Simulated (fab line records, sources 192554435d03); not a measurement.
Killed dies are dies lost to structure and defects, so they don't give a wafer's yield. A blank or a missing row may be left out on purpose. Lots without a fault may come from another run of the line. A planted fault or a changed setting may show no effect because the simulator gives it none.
fab line records | flow n5_finfet
record lots=8 wafers=24 last_day=18
route steps=1938 shown BEOL_M4@1067 PASSIVATION@1936
lots that met no fault: from a run of the same line without faults
start_h: hours from the record's first day to the start of the lot's first wafer shown | wait_h: hours since the lot's step before | " the same as in the row above | L1.1+2: a row that stands for several wafers | - no value, or no start given | * or withheld: withheld | < > ~ a bound
route shown NAME@n: a module of which the file shows steps, and the number in the route of the first | usual: mean/standard deviation of fault-free wafers | same: alike in all rows | chamber/n: place in a boat | sites: the reading at each site | _std_site: their standard deviation | _edge_site: outer sites' mean less inner sites' | radius_mm: how far each site lies from the wafer's centre | mask NAME#n: copy n | behind: the tool/chamber that last shaped the wafer | hold: why the lot was held/for how many hours/how that ended | device: the transistor (n, p or np) that didn't switch | end of line: the same wafers' tests at the end of the route | a step without rows: its recipe alone | killed: dies lost to structure and defects at the first sort, not the wafer's yield | map: a wafer's dies, x killed, . not, _ none there
set.NAME: the setting as run; set.NAME@STEP: as run at that earlier step | model.NAME: the simulator's own value behind a step, which no gauge read
steps of the route over a sample of lots; a table a step, a row a wafer
services: from which hour (start_h, from the record's first day; less than 0 if before it) a tool's chamber was out of use, for how many hours, and why
## steps
# step N5_BEOL_M4_VIA_ETCH_34
# recipe chemistry=C4F6/O2 target_depth_a=694 mask_material=SOC pressure_mtorr=15 ion_energy_ev=250 taper_deg=4 time_s=65.9 source_w=350 bias_w=170 Ar_flow_sccm=300 C4F6_flow_sccm=10 O2_flow_sccm=10
# usual drypump_motor_current_A=5.6/0.56 mfc_ar_sccm=300.0/0.92 oes_product_au=0.81/0.093 rf_vpp_V=669/8.3 showerhead_plenum_p_Torr=2.83/0.079 throttle_valve_pct=30.71/0.28
# columns lot.wafer tool chamber start_h wait_h drypump_motor_current_A mfc_ar_sccm oes_product_au rf_hours_counter_h rf_vpp_V showerhead_plenum_p_Torr throttle_valve_pct
L744.2 rie_diel-01 0 154.48 0.0 4.9 299.1 0.82 99 674 2.74 30.77
L744.4 " 1 " " 5.1 301.5 0.74 153 668 2.83 30.66
L744.6 " 2 " " 6.5 297.3 0.86 - 660 2.90 30.31
L747.2 rie_diel-01 1 190.34 0.0 5.1 301.0 0.74 166 669 2.82 30.70
L747.4 " 2 " " 6.4 299.2 0.84 - 659 2.90 30.34
L747.5 " 0 " " 4.9 300.4 0.79 - 675 2.74 30.81
L754.3 rie_diel-05 2 238.06 0.0 5.5 299.5 0.96 6 682 2.91 30.52
L754.4 " 0 " " 6.1 301.2 0.84 - 658 2.78 30.46
L754.5 " 3 " " 6.1 300.5 0.70 - 673 2.92 31.07
L758.2 rie_diel-01 3 245.71 0.0 5.2 300.0 0.94 16 681 2.78 30.48
L758.4 " 2 " " 6.4 299.9 0.81 92 659 2.89 30.35
L758.5 " 1 " " 5.1 298.1 0.71 - 668 2.81 30.71
L757.1 rie_diel-05 3 245.83 0.0 6.1 301.2 0.70 225 670 2.92 31.06
L757.3 " 0 " " 6.1 300.0 0.84 65 659 2.78 30.48
L757.6 " 0 " " 6.1 299.7 0.85 - 659 2.78 30.48
L765.1 rie_diel-01 0 312.31 0.0 4.9 299.4 0.77 156 672 2.72 30.84
L765.4 " 2 " " 6.4 298.1 0.79 116 658 2.88 30.38
L765.5 " 0 " " 4.9 300.1 0.76 - 674 2.72 30.84
L767.2 rie_diel-05 2 312.35 0.0 5.5 300.1 0.90 34 681 2.90 30.55
L767.3 " 3 " " 6.0 299.0 0.68 251 669 2.91 31.08
L767.5 " 1 " " 5.7 300.2 0.93 - 668 2.80 30.63
L766.1 rie_diel-05 3 315.29 0.0 6.1 299.9 0.67 252 671 2.91 31.10
L766.2 " 2 " " 5.5 299.1 0.90 35 683 2.90 30.54
L766.5 " 1 " " 5.8 300.0 0.92 - 668 2.80 30.63
# step N5_BEOL_M4_ETCH_41
# recipe chemistry=CH3F/O2 target=SiCN target_depth_a=299 taper_deg=2 time_s=52.5 ion_energy_ev=120 mask_material=TiN pressure_mtorr=30 source_w=395 bias_w=75 Ar_flow_sccm=150 CH3F_flow_sccm=30 O2_flow_sccm=20
# usual CH3F_flow_sccm=30.01/0.092 drypump_motor_current_A=5.6/0.56 mfc_ar_sccm=150.0/0.47 oes_product_au=0.81/0.093 rf_vpp_V=297.1/1.5 showerhead_plenum_p_Torr=1.99/0.058 throttle_valve_pct=16.26/0.29
# columns lot.wafer tool chamber start_h wait_h CH3F_flow_sccm drypump_motor_current_A mfc_ar_sccm oes_product_au rf_hours_counter_h rf_vpp_V showerhead_plenum_p_Torr throttle_valve_pct
L744.2 rie_diel-01 0 - - 30.15 4.9 150.1 0.81 99 294.9 1.93 16.33
L744.4 " 1 " " 29.94 5.1 150.2 0.75 153 296.5 1.99 16.22
L744.6 " 2 " " 30.08 6.4 150.2 0.85 - 300.1 2.04 15.94
L747.2 rie_diel-01 1 - - 29.97 5.1 149.8 0.73 166 296.6 1.98 16.23
L747.4 " 2 " " 30.05 6.4 149.8 0.84 - 297.3 2.04 15.96
L747.5 " 0 " " 29.97 4.9 149.0 0.79 - 296.0 1.93 16.38
L754.3 rie_diel-05 2 - - 29.87 5.5 150.4 0.96 6 298.0 2.05 15.89
L754.4 " 0 " " 30.09 6.1 150.4 0.85 - 295.9 1.95 16.03
L754.5 " 3 " " 30.05 6.0 149.4 0.70 - 298.5 2.06 16.76
L758.2 rie_diel-01 3 - - 29.84 5.2 150.4 0.92 16 296.3 1.95 16.01
L758.4 " 2 " " 29.81 6.4 150.0 0.81 92 298.0 2.03 16.02
L758.5 " 1 " " 30.08 5.1 150.3 0.72 - 297.3 1.98 16.29
L757.1 rie_diel-05 3 - - 29.88 6.1 150.6 0.70 225 297.3 2.06 16.75
L757.3 " 0 " " 30.07 6.1 149.2 0.85 65 295.5 1.95 16.02
L757.6 " 0 " " 30.14 6.1 149.6 0.85 - 296.7 1.95 16.02
L765.1 rie_diel-01 0 - - 29.91 4.9 149.9 0.77 156 296.6 1.91 16.44
L765.4 " 2 " " 29.94 6.4 150.3 0.79 116 297.0 2.03 16.05
L765.5 " 0 " " 29.90 4.9 149.6 0.76 - 295.0 1.91 16.46
L767.2 rie_diel-05 2 - - 29.99 5.5 150.2 0.90 34 299.9 2.04 15.92
L767.3 " 3 " " 30.05 6.1 149.5 0.68 251 299.3 2.05 16.79
L767.5 " 1 " " 30.13 5.8 150.4 0.91 - 297.0 1.97 16.11
L766.1 rie_diel-05 3 - - 29.92 6.1 150.1 0.67 252 298.0 2.05 16.80
L766.2 " 2 " " 30.14 5.5 149.4 0.89 35 299.6 2.04 15.92
L766.5 " 1 " " 30.02 5.8 150.2 0.92 - 294.3 1.97 16.09
# step N5_BEOL_M4_ALD_84
# recipe material=TaN target_thk_a=* temp_c=275 ald_precursor_family=PDMAT ald_co_reactant=NH3 pressure_torr=3 carrier_flow_sccm=1500 pulse_time_s=2 purge_time_s=3 co_reactant_purge_time_s=2 co_reactant_pulse_time_s=3 ald_cycles=30 precursor_vessel_temp_c=75 precursor_vessel_pressure_torr=26.25 precursor_vessel_carrier_sccm=1000
# usual ald_cycles=30/0 heater_power_w=417/42
# columns lot.wafer tool chamber start_h wait_h ald_cycles heater_power_w
L744.2 ald_metal-03 2 155.60 0.0 30 363
L744.4 " 2 " " 30 362
L744.6 " 0 " " 30 417
L747.2 ald_metal-02 0 191.26 0.0 30 401
L747.4 " 3 " " 30 362
L747.5 " 0 " " 30 411
L754.3 ald_metal-03 0 238.95 0.1 30 422
L754.4 " 2 " " 21 354
L754.5 " 2 " " 30 357
L758.2 ald_metal-02 3 246.63 0.0 30 363
L758.4 " 0 " " 30 401
L758.5 " 1 " " 30 395
L757.1 ald_metal-04 0 246.71 0.0 30 472
L757.3 " 3 " " 30 457
L757.6 " 1 " " 30 413
L765.1 ald_metal-04 1 312.90 0.1 30 424
L765.4 " 0 " " 30 475
L765.5 " 0 " " 30 471
L767.2 ald_metal-03 0 313.03 0.0 30 424
L767.3 " 3 " " 30 450
L767.5 " 1 " " 30 461
L766.1 ald_metal-02 2 316.21 0.0 30 462
L766.2 " 1 " " 30 393
L766.5 " 3 " " 30 369
# step N5_BEOL_M4_SPUTTER_48
# recipe material=Cu target_thk_a=45 temp_c=-20 chamber_pressure_pa=0.07 power_w=withheld time_s=8.29
# usual substrate_temp_c=-20.01/0.096 throttle_valve_pct=30.1/1.1
# columns lot.wafer tool chamber start_h wait_h substrate_temp_c throttle_valve_pct
L744.2 pvd_sputter-01 - 156.92 0.5 -20.03 30.9
L744.4 " - " " -20.11 29.7
L744.6 " - " " -19.96 30.1
L747.2 pvd_sputter-02 - 192.04 0.2 -20.05 28.6
L747.4 " - " " -19.86 30.5
L747.5 " - " " -20.00 28.9
L754.3 pvd_sputter-01 - 241.09 1.7 -19.96 32.3
L754.4 " - " " -20.00 29.9
L754.5 " - " " -19.91 32.0
L758.2 pvd_sputter-01 - 247.13 0.1 -20.05 29.8
L758.4 " - " " -19.94 32.1
L758.5 " - " " -19.96 29.9
L757.1 pvd_sputter-02 - 247.26 0.2 -20.07 28.8
L757.3 " - " " -20.01 31.0
L757.6 " - " " -19.96 27.9
L765.1 pvd_sputter-03 - 313.50 0.2 -20.00 30.0
L765.4 " - " " -19.98 30.3
L765.5 " - " " -20.08 29.8
L767.2 pvd_sputter-01 - 315.24 1.5 -20.24 29.7
L767.3 " - " " -20.17 32.1
L767.5 " - " " -19.96 29.7
L766.1 pvd_sputter-02 - 316.83 0.2 -19.91 30.7
L766.2 " - " " -20.09 28.1
L766.5 " - " " -19.88 31.1
# step N5_BEOL_M4_RC_MEAS_101
# usual CHAIN_V3=233/9.8 CHAIN_V3_max_site=242/10 COMB_M4=5.8e-11/1.2e-11 COMB_M4_max_site=8.4e-11/1.9e-11 DIBL_N=36.0/1.8 DIBL_P=36.3/2.4 IOFF_N=0.16/0.035 IOFF_P=0.21/0.036 ION_N=673/13 ION_P=461/7.2 SS_N=71.4/0.6 SS_P=73.2/0.7 VT_N=250/4 VT_P=-250.9/2.9
# columns lot.wafer tool chamber start_h wait_h CHAIN_V3[ohm/link] CHAIN_V3_max_site[ohm/link] COMB_M4[S/m] COMB_M4_max_site[S/m] DIBL_N[mV/V] DIBL_P[mV/V] IOFF_N[nA/um] IOFF_P[nA/um] ION_N[uA/um] ION_P[uA/um] SS_N[mV/dec] SS_P[mV/dec] VT_N[mV] VT_P[mV]
L744.2 prober-01 0 159.93 0.2 238 246 6.5e-11 1.02e-10 40.9 41.0 0.27 0.32 695 472 72.0 74.4 240 -242.9
L744.4 " 0 " " 243 261 5.5e-11 7.1e-11 39.8 39.5 0.23 0.29 695 474 72.1 74.1 245 -243.5
L744.6 " 0 " " 239 247 5e-11 6.1e-11 36.5 35.0 0.16 0.23 669 465 71.2 72.4 252 -247.3
L747.2 prober-02 0 195.12 0.2 224 230 6.5e-11 1.34e-10 34.3 33.5 0.16 0.21 678 463 70.8 73.2 246 -247.1
L747.4 " 0 " " 216 222 6.4e-11 8e-11 34.0 32.9 0.14 0.19 670 459 71.3 72.7 250 -249.6
L747.5 " 0 " " 227 240 5.2e-11 7.7e-11 32.7 30.7 0.12 0.16 653 461 71.3 72.2 252 -251.3
L754.3 prober-02 0 244.31 0.3 225 234 4e-11 6.2e-11 36.3 37.7 0.18 0.22 682 457 71.2 74.1 248 -251.5
L754.4 " 0 " " 190 198 1.33e-10 2.39e-10 34.5 34.6 0.15 0.18 671 456 70.8 72.5 248 -252.5
L754.5 " 0 " " 238 242 6.5e-11 8.7e-11 36.6 37.1 0.19 0.21 683 464 71.7 73.6 244 -253.3
L757.1 prober-01 0 250.12 0.0 235 244 5.9e-11 7.4e-11 35.5 34.8 0.15 0.20 685 470 71.1 72.8 250 -249.7
L757.3 " 0 " " 229 238 5.1e-11 6e-11 33.3 33.1 0.12 0.18 669 456 70.8 72.4 252 -249.3
L757.6 " 0 " " 234 245 6.2e-11 1.01e-10 35.3 34.6 0.15 0.19 677 462 70.9 72.5 251 -251.7
L758.2 prober-02 0 250.14 0.2 246 254 5.4e-11 8.2e-11 35.4 34.5 0.16 0.22 674 466 71.8 73.3 249 -246.7
L758.4 " 0 " " 217 228 6.6e-11 9.2e-11 36.7 35.9 0.19 0.23 676 461 71.8 73.2 248 -249.6
L758.5 " 0 " " 245 259 7.2e-11 9.2e-11 34.1 33.8 0.14 0.20 674 462 71.0 72.8 249 -249.5
L765.1 prober-01 0 316.37 0.0 221 231 6.1e-11 7e-11 36.3 34.9 0.15 0.20 679 465 71.5 73.1 246 -251.2
L765.4 " 0 " " 217 220 6.3e-11 7.7e-11 36.6 36.3 0.15 0.22 671 459 70.9 73.6 249 -251.9
L765.5 " 0 " " 233 247 6.5e-11 7.9e-11 35.2 33.6 0.13 0.17 661 450 71.0 71.9 250 -253.3
L767.2 prober-01 0 318.44 0.2 219 232 7.4e-11 1.26e-10 37.2 37.1 0.16 0.21 673 457 71.4 73.4 250 -252.4
L767.3 " 0 " " 216 223 5.9e-11 7.6e-11 37.9 36.6 0.16 0.21 681 461 72.1 74.0 250 -252.9
L767.5 " 0 " " 219 227 4.7e-11 6.3e-11 39.3 38.0 0.20 0.25 687 464 72.2 73.7 247 -246.7
L766.1 prober-02 0 319.72 0.0 233 250 6.3e-11 1.06e-10 37.5 39.3 0.18 0.24 691 475 71.0 73.8 246 -246.5
L766.2 " 0 " " 233 249 7.5e-11 1.16e-10 37.7 39.7 0.18 0.25 680 471 72.0 74.1 247 -247.2
L766.5 " 0 " " 222 226 6e-11 7.1e-11 36.6 38.0 0.16 0.23 685 474 71.1 73.4 246 -248.1
# sites CHAIN_V3 radius_mm=0,75,75,75,75,140,140,140,140
L744.2 233 241 246 242 245 238 234 236 237
L747.2 230 228 224 229 225 210 211 214 209
L754.3 226 229 221 224 233 221 225 234 224
L757.1 235 244 239 238 239 222 227 229 229
L758.2 254 252 250 252 246 236 244 242 236
L765.1 229 231 225 226 221 215 208 220 216
L767.2 219 231 223 232 224 210 208 204 204
L766.1 229 250 236 243 233 232 233 230 230
# sites COMB_M4 radius_mm=0,75,75,75,75,140,140,140,140
L744.2 7.8e-11 1.02e-10 6.6e-11 7.6e-11 4e-11 5.6e-11 5.6e-11 6.5e-11 4.3e-11
L747.2 3.9e-11 1.34e-10 7.9e-11 6.5e-11 7.9e-11 6.7e-11 5.8e-11 5.5e-11 5.6e-11
L754.3 5.3e-11 3.7e-11 4.1e-11 4.2e-11 3.5e-11 3.7e-11 2.5e-11 6.2e-11 4e-11
L757.1 4.9e-11 4.9e-11 5.4e-11 7.4e-11 5.9e-11 3.8e-11 6.1e-11 7.3e-11 6.3e-11
L758.2 5.7e-11 4.8e-11 3.8e-11 5.4e-11 4e-11 5e-11 5.4e-11 8.2e-11 6e-11
L765.1 5.5e-11 6.9e-11 7e-11 6.1e-11 3.9e-11 4e-11 6.3e-11 6.5e-11 4.5e-11
L767.2 6e-11 7.4e-11 7.4e-11 9.3e-11 8.6e-11 1.22e-10 1.26e-10 7e-11 6.7e-11
L766.1 6.3e-11 1.06e-10 5.4e-11 4.1e-11 6.3e-11 4.9e-11 7.1e-11 4.8e-11 9.7e-11
# step N5_PASSIVATION_PROBE_49
# usual defect_limited_yield=91.2/1.4 killed_at_M0_to_M3=35/11 killed_at_M4_up=14/5.6 killed_at_contacts=12/5.6 killed_at_front_end=38/11 killed_at_other=4/3.4 killed_dies=103/17 killed_open=68/12 killed_short=33/8.8 sort_bin_4_leakage=0.00/0.007 sort_bin_5_function=5.1/0.89 sort_bin_6_memory=3.3/0.71 sort_n_pass=1077/17 sort_yield_pct=91.2/1.4
# same gross_dies=1180 killed_at_back_side=0 sort_bin_8_speed[%]=0
# columns lot.wafer tool chamber start_h wait_h defect_limited_yield[%] killed_at_M0_to_M3 killed_at_M4_up killed_at_contacts killed_at_front_end killed_at_other killed_dies killed_open killed_short sort_bin_4_leakage[%] sort_bin_5_function[%] sort_bin_6_memory[%] sort_n_pass sort_yield_pct[%]
L744.2 prober-01 - 266.87 0.1 91.2 16 19 18 49 2 104 67 32 0 5.0 3.6 1076 91.2
L744.4 prober-01 - 266.97 0.2 92.4 24 14 20 30 2 90 55 25 0 4.2 2.4 1090 92.4
L744.6 prober-01 - 267.07 0.3 93.1 15 10 16 37 3 81 52 27 0 4.2 2.2 1099 93.1
L754.3 prober-01 - 352.71 0.1 93.4 25 17 4 29 3 78 59 18 0 4.3 2.1 1102 93.4
L754.4 prober-01 - 352.76 0.2 87.4 31 75 10 32 1 149 57 25 5.59 3.9 3.1 1031 87.4
L754.5 prober-01 - 352.81 0.2 94.9 29 8 3 20 0 60 42 15 0 2.8 2.2 1120 94.9
L758.2 prober-01 - 358.62 0.1 86.7 38 12 23 78 6 157 124 30 0 7.8 5.1 1023 86.7
L758.4 prober-01 - 358.72 0.2 90.9 30 18 15 38 6 107 71 33 0 5.1 3.8 1073 90.9
L758.5 prober-01 - 358.77 0.2 91.4 24 17 22 35 4 102 71 29 0 4.7 3.7 1078 91.4
# killed by level:class
L744.2 FIN_SAQP:geometric_particle:open=21 MOL_CONTACT_COAG:geometric_particle:open=10 MOL_CONTACT_COAG:geometric_particle:short=8 BEOL_M4:geometric_particle:open=8 FIN_SAQP:geometric_particle:short=7 STI_FIN_REVEAL:geometric_particle:open=7 BEOL_M2:geometric_particle:short=4 GATE_CUT:geometric_particle:short=3
L744.4 MOL_CONTACT_COAG:geometric_particle:open=17 HKMG_FIN:area_etch=8 BEOL_M1:geometric_particle:open=7 BEOL_M0_SAQP:geometric_particle:open=5 BEOL_M8:geometric_particle:open=5 BEOL_M0:geometric_particle:open=4 BEOL_M5:geometric_particle:short=4 FIN_SAQP:geometric_particle:open=3
L744.6 MOL_CONTACT_COAG:geometric_particle:open=15 FIN_SAQP:geometric_particle:open=9 FIN_SAQP:geometric_particle:short=5 ILD0:geometric_particle:open=4 BEOL_M0_SAQP:geometric_particle:short=4 STI_FIN_REVEAL:geometric_particle:open=3 STARTING-WAFER:geometric_particle:open=3 DUMMY_GATE:geometric_particle:short=2
L754.3 FIN_SAQP:geometric_particle:open=7 STI_FIN_REVEAL:geometric_particle:open=6 BEOL_M3:geometric_particle:open=6 BEOL_M0_SAQP:geometric_particle:open=5 MOL_CONTACT_COAG:geometric_particle:open=4 BEOL_M6:geometric_particle:short=4 BEOL_M0_SAQP:geometric_particle:short=4 BEOL_M2:geometric_particle:open=4
L754.4 M4:area_ald=66 FIN_SAQP:geometric_particle:open=14 BEOL_M2:geometric_particle:open=13 FIN_SAQP:geometric_particle:short=7 MOL_CONTACT_COAG:geometric_particle:open=7 BEOL_M3:geometric_particle:open=6 BEOL_M0_SAQP:geometric_particle:open=4 MOL_CONTACT_COAG:geometric_particle:short=3
L754.5 BEOL_M2:geometric_particle:open=8 FIN_SAQP:geometric_particle:open=6 BEOL_M0:geometric_particle:open=6 FIN_SAQP:geometric_particle:short=5 BEOL_M3:geometric_particle:open=4 BEOL_M5:geometric_particle:open=3 ILD0:geometric_particle:short=2 GATE_CUT:geometric_particle:short=2
L758.2 STI_FIN_REVEAL:geometric_particle:open=49 MOL_CONTACT_COAG:geometric_particle:open=20 BEOL_M0_SAQP:geometric_particle:open=10 BEOL_M4:geometric_particle:open=9 BEOL_M3:geometric_particle:open=8 BEOL_M2:geometric_particle:open=7 STI_FIN_REVEAL:geometric_particle:short=6 DUMMY_GATE:geometric_particle:open=6
L758.4 STI_FIN_REVEAL:geometric_particle:open=13 MOL_CONTACT_COAG:geometric_particle:open=10 BEOL_M3:geometric_particle:open=9 BEOL_M4:geometric_particle:short=6 MOL_CONTACT_COAG:geometric_particle:short=5 BEOL_M4:geometric_particle:open=5 STARTING-WAFER:geometric_particle:short=4 GATE_CUT:geometric_particle:open=4
L758.5 MOL_CONTACT_COAG:geometric_particle:open=18 STI_FIN_REVEAL:geometric_particle:open=16 BEOL_M4:geometric_particle:open=11 BEOL_M3:geometric_particle:open=7 STI_FIN_REVEAL:geometric_particle:short=6 BEOL_M0_SAQP:geometric_particle:short=5 FIN_SAQP:geometric_particle:open=4 MOL_CONTACT_COAG:geometric_particle:short=4
## services
# columns tool chamber start_h hours kind
ald_metal-03 1 133.08 30.6 repair
rie_diel-05 - 147.49 16.3 repair
ald_metal-03 3 150.70 3.3 repair
ald_metal-02 2 152.01 47.3 repair
pvd_sputter-02 - 162.27 23.5 repair
rie_diel-01 1 164.18 2.6 repair
ald_metal-02 - 165.23 2.8 pm
ald_metal-02 0 168.46 3.2 repair
rie_diel-01 3 181.79 - clean
rie_diel-01 3 181.79 - consumable_replace:focus_ring
rie_diel-01 3 181.79 19.2 scheduled_down
rie_diel-01 3 181.79 19.2 vent_cycle
ald_metal-04 0 182.77 30.8 repair
ald_metal-03 0 183.65 27.2 repair
ald_metal-04 2 188.80 22.7 repair
ald_metal-04 3 197.15 26.5 repair
rie_diel-05 2 197.50 - clean
rie_diel-05 2 197.50 - consumable_replace:focus_ring
rie_diel-05 - 220.37 0.1 repair
rie_diel-05 - 242.12 2.8 pm
rie_diel-05 0 249.32 13.7 repair
ald_metal-02 3 255.11 24.7 repair
rie_diel-01 1 266.36 5.0 repair
pvd_sputter-02 - 310.46 4.5 repair
## key
first_sign step=N5_BEOL_M4_ALD_84 reading=ald_cycles direction=down sigmas=99+ usual=* struck=*
effect step=N5_BEOL_M4_RC_MEAS_101 reading=COMB_M4 direction=up sigmas=6.3 usual=5.8e-11 struck=1.33e-10
effect step=N5_BEOL_M4_RC_MEAS_101 reading=CHAIN_V3 direction=down sigmas=4.4 usual=233 struck=190
effect step=N5_BEOL_M4_RC_MEAS_101 reading=COMB_M4_max_site direction=up sigmas=8.2 usual=8.4e-11 struck=2.39e-10
effect step=N5_BEOL_M4_RC_MEAS_101 reading=CHAIN_V3_max_site direction=down sigmas=4.2 usual=242 struck=198
effect step=N5_PASSIVATION_PROBE_49 reading=sort_bin_4_leakage direction=up sigmas=66 usual=0.00 struck=5.59
more_kills_born_at N5_BEOL_M4_ALD_84@ald_metal-03=66
met_at N5_BEOL_M4_ALD_84
struck_lots L754
struck_wafers L754.4
not_acting_at N5_BEOL_M4_VIA_ETCH_34,N5_BEOL_M4_ETCH_41,N5_BEOL_M4_SPUTTER_48
onset_between 155.60 238.95
fault kind=process_parameter_drift tool=ald_metal-03 chamber=- onset_h=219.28 steps=N5_BEOL_M4_ALD_84 channel=ald_cycles offset=* shape=step end_h=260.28 scope=struck_wafers_only acts_in=* stated=*
